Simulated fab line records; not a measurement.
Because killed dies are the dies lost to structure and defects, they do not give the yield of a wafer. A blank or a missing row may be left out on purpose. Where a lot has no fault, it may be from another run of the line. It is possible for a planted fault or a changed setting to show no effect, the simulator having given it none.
Comparing a struck lot with a sound one ; flow n5 finfet ; 36 out of 1938 route steps
Sound: these wafers, L236.2, L236.3, L236.4. Struck: wafer L225.1. (L225.3 of the same lot was not struck and is left out.) The cause comes at the end.
Per side, at each step with rows, come the tool, then ch with its chambers, and then its first start. Under that, the readings that differ: sound wafers ; struck wafers ; difference of the means ; sigmas: that difference in standard deviations of wafers without a fault.
alike: readings with means less than 2 such deviations apart, plus words and numbers identical on both sides. not compared: withheld readings, readings lacking a value on some wafer, bounds such as >300 that could conceal the same value, and numbers that have no deviation in the record and whose values overlap.
The two part at a step that has a row with sigmas, a row that says differs or no value, or rows on one side only. Non-overlapping numbers with no deviation appear without sigmas and do not part them. A reading that every wafer of one side lacks parts them only if that side has two wafers or more.

first, 9 steps without rows for these wafers: N5_BEOL_M4_ANNEAL_95 (time 240 s); N5_BEOL_M4_SPUTTER_96 (material Cu, target thk 4.5 nm, time 8.29 s); N5_BEOL_M4_ECD_50 (material Cu, target thk 300 nm); N5_BEOL_M4_ANNEAL_51 (time 90 s); N5_BEOL_M4_CMP_52 (polishes, stops on SiOC, t overpolish 6.8 s, target thk 40 nm); N5_BEOL_M4_PRE_CLEAN_60 (time 15 s); N5_BEOL_M4_CO_CAP_55 (material Co, precursor CCTBA/H2, target thk 2 nm, time 102.1 s); N5_BEOL_M4_PRE_CLEAN_56 (time 15 s); N5_BEOL_M4_DEP_57 (deposits SiCN from 3MS/NH3, target thk 8 nm, time 14 s).
N5_BEOL_M4_RC_MEAS_101:
  sound on prober-02 ch 0, day 11 18:33; struck on prober-02 ch 0, day 9 16:59
reading;sound;struck;difference;sigmas
IOFF_N (nA/um);0.170 0.116 0.220;0.234;+0.065;+2
IOFF_P (nA/um);0.20 0.16 0.24;0.29;+0.09;+3
VT_N (mV);249 257 247;244;-7;-2
  alike: DIBL_N, DIBL_P, ION_N, ION_P, SS_N, SS_P, VT_P
then, 24 steps without rows for these wafers: N5_BEOL_M5_ILD_DEP_00 (deposits SiCOH lowk from DEMS/porogen, target thk 140.64 nm, time 25.9 s); N5_BEOL_M5_CURE_79 (cures SiCOH lowk, time 240 s); N5_BEOL_M5_PECVD_70 (deposits SiO2 from TEOS/O2, target thk 16 nm, time 18 s); N5_BEOL_M5_HM_DEP_02 (deposits TiN, target thk 20 nm); N5_BEOL_M5_COAT_59 (time 60 s, resist thk 60 nm); N5_BEOL_M5_COAT_60 (time 60 s, resist thk 12 nm); N5_BEOL_M5_COAT_71 (time 60 s, resist thk 5 nm); N5_BEOL_M5_COAT_05 (resist thk 30 nm); N5_BEOL_M5_EBR_07; N5_BEOL_M5_SOFTBAKE_06 (time 60 s); N5_BEOL_M5_EXPOSE_08 (exposes mask M5, target cd 28 nm); N5_BEOL_M5_PEB_09 (peb time 60 s); N5_BEOL_M5_DEVELOP_10 (develop time 30 s); N5_BEOL_M5_DESCUM_16 (chemistry O2, time 7 s); N5_BEOL_M5_ETCH_72 (etches underlayer in N2/H2, target depth 6.5 nm, time 5.2 s); N5_BEOL_M5_ETCH_61 (etches SiARC in CF4, target depth 15.6 nm, time 26 s); N5_BEOL_M5_ETCH_62 (etches SOC in N2/H2, target depth 75 nm, overetch 15 nm, time 112.5 s); N5_BEOL_M5_STRIP_63 (strips in N2/H2); N5_BEOL_M5_STRIP_73 (strips in N2/H2); N5_BEOL_M5_STRIP_64 (strips in CF4); N5_BEOL_M5_HM_OPEN_17 (chemistry Cl2/BCl3, target TiN, target depth 20 nm, overetch 6 nm); N5_BEOL_M5_STRIP_19 (strips in O2); N5_BEOL_M5_COAT_65 (time 60 s, resist thk 60 nm); N5_BEOL_M5_COAT_66 (time 60 s, resist thk 12 nm).
-- a jump in the record: the struck wafers' starts before and after are 4 days apart (it breaks off in module BEOL_M5 and resumes in module MIM_TOP_ETCH, where the first step shown is number 1853 of the route) --
N5_MIM_TOP_ETCH_PECVD_03: deposits SiNx from SiH4/NH3/N2, target thk 20 nm, time 17.6 s.
  sound on pecvd-03 ch 0,1, day 15 15:22; struck on pecvd-02 ch 1, day 13 18:16
reading;sound;struck;difference;sigmas
heater power w (W);980 935 931;706;-243;-3
model.SiNx_of_MIM_TOP_ETCH_PECVD_03.thk nm (nm);20 19.8 19.8;28.4;+8.5;
  alike: showerhead plenum p Torr, susceptor temp C, throttle valve pct
N5_PASSIVATION_PROBE_49:
  struck on prober-02, day 14 05:51; sound on prober-02, day 16 00:23
reading;sound;struck;difference;sigmas
defect limited yield (%);92.5;0;-92;-62
killed at other;10;1070;+1060;+99 or more
killed dies;89;1180;+1091;+64
killed on rim;18;152;+134;+32
killed open;49;76;+27;+2
sort n pass;1091;0;-1091;-64
sort yield pct (%);92.5;0;-92;-62
  alike: killed_at_M0_to_M3, killed_at_M4_up, killed at contacts, killed at front end, killed short, sort_bin_5_function, sort_bin_6_memory

## WHERE THEY PART
Earliest at N5_BEOL_M4_RC_MEAS_101; latest, in this record, at N5_PASSIVATION_PROBE_49.

WHY: whatever the simulator had introduced
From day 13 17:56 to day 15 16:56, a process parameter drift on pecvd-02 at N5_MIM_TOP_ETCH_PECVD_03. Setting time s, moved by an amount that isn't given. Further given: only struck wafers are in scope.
